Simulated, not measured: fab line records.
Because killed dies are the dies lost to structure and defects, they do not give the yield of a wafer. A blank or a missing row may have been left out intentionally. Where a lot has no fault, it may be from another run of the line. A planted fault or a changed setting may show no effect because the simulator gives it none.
Chamber matching || flow nand-harc || cmp-01 running NHARC_P_M1_CMP_23: 4 sister chambers
The step polishes, t overpolish 20 s, target thk 157.82 nm. 8 wafers are shown with their chamber, then 11 later ones without.

== WAFERS, EACH WITH ITS CHAMBER ==
{"wafer": "L079.3", "chamber": 1, "motor-current-A (A)": 12.1, "time-to-endpoint-s (s)": 31.9}
{"wafer": "L081.1", "chamber": 2, "motor-current-A (A)": 14.6, "time-to-endpoint-s (s)": 25.4}
{"wafer": "L087.1", "chamber": 2, "motor-current-A (A)": 14.4, "time-to-endpoint-s (s)": 23.6}
{"wafer": "L087.6", "chamber": 3, "motor-current-A (A)": 12.2, "time-to-endpoint-s (s)": 26.2}
{"wafer": "L089.1", "chamber": 3, "motor-current-A (A)": 10.8, "time-to-endpoint-s (s)": 27.7}
{"wafer": "L089.3", "chamber": 1, "motor-current-A (A)": 11.6, "time-to-endpoint-s (s)": 28.3}
{"wafer": "L089.4", "chamber": 0, "motor-current-A (A)": 11.5, "time-to-endpoint-s (s)": 28.9}
{"wafer": "L088.1", "chamber": 0, "motor-current-A (A)": 11.7, "time-to-endpoint-s (s)": 31.9}

== WAFERS MISSING THEIR CHAMBER ==
{"wafer": "L088.2", "motor-current-A (A)": 14.7, "time-to-endpoint-s (s)": 21.9}
{"wafer": "L088.4", "motor-current-A (A)": 11.1, "time-to-endpoint-s (s)": 25.7}
{"wafer": "L092.4", "motor-current-A (A)": 11.8, "time-to-endpoint-s (s)": 34.8}
{"wafer": "L092.5", "motor-current-A (A)": 12.6, "time-to-endpoint-s (s)": 30.7}
{"wafer": "L092.6", "motor-current-A (A)": 14.6, "time-to-endpoint-s (s)": 27.2}
{"wafer": "L094.1", "motor-current-A (A)": 14.7, "time-to-endpoint-s (s)": 24.6}
{"wafer": "L094.2", "motor-current-A (A)": 11.4, "time-to-endpoint-s (s)": 32.6}
{"wafer": "L094.3", "motor-current-A (A)": 11.8, "time-to-endpoint-s (s)": 28.1}
{"wafer": "L097.1", "motor-current-A (A)": 12.3, "time-to-endpoint-s (s)": 32.0}
{"wafer": "L097.4", "motor-current-A (A)": 11.3, "time-to-endpoint-s (s)": 31.7}
{"wafer": "L097.5", "motor-current-A (A)": 11.1, "time-to-endpoint-s (s)": 28.6}

== CHAMBER TAKEN BY EACH ==
{"wafer": "L088.2", "from the rows above": 2, "in truth": 2}
{"wafer": "L088.4", "from the rows above": "can't be placed: 3 or 0 or 1", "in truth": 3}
{"wafer": "L092.4", "from the rows above": "can't be placed: 0 or 1 or 3", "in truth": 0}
{"wafer": "L092.5", "from the rows above": "can't be placed: 1 or 0 or 3", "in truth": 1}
{"wafer": "L092.6", "from the rows above": 2, "in truth": 2}
{"wafer": "L094.1", "from the rows above": 2, "in truth": 2}
{"wafer": "L094.2", "from the rows above": "can't be placed: 0 or 1 or 3", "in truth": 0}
{"wafer": "L094.3", "from the rows above": "can't be placed: 3 or 1 or 0", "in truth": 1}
{"wafer": "L097.1", "from the rows above": "can't be placed: 1 or 0 or 3", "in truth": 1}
{"wafer": "L097.4", "from the rows above": "can't be placed: 0 or 1 or 3", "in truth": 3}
{"wafer": "L097.5", "from the rows above": "can't be placed: 3 or 0 or 1", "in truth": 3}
3 of 11 placed correctly. Unplaceable from these rows: 8, with the true chamber sitting among the candidates in 8. Number placed wrongly: 0.
How it was worked out, from the rows above alone: a wafer's distance from a chamber is the root of the sum, over the readings, of the square of ((its reading less the chamber's mean) divided by the reading's scatter). If the next closest chamber is less than 2 further off than the closest, the wafer can't be placed; otherwise it belongs to the closest. A chamber's mean is the mean of its shown wafers. The scatter: take each reading less its chamber's mean, square it, sum over the shown wafers, divide by the number of wafers less the number of chambers, and take the root.
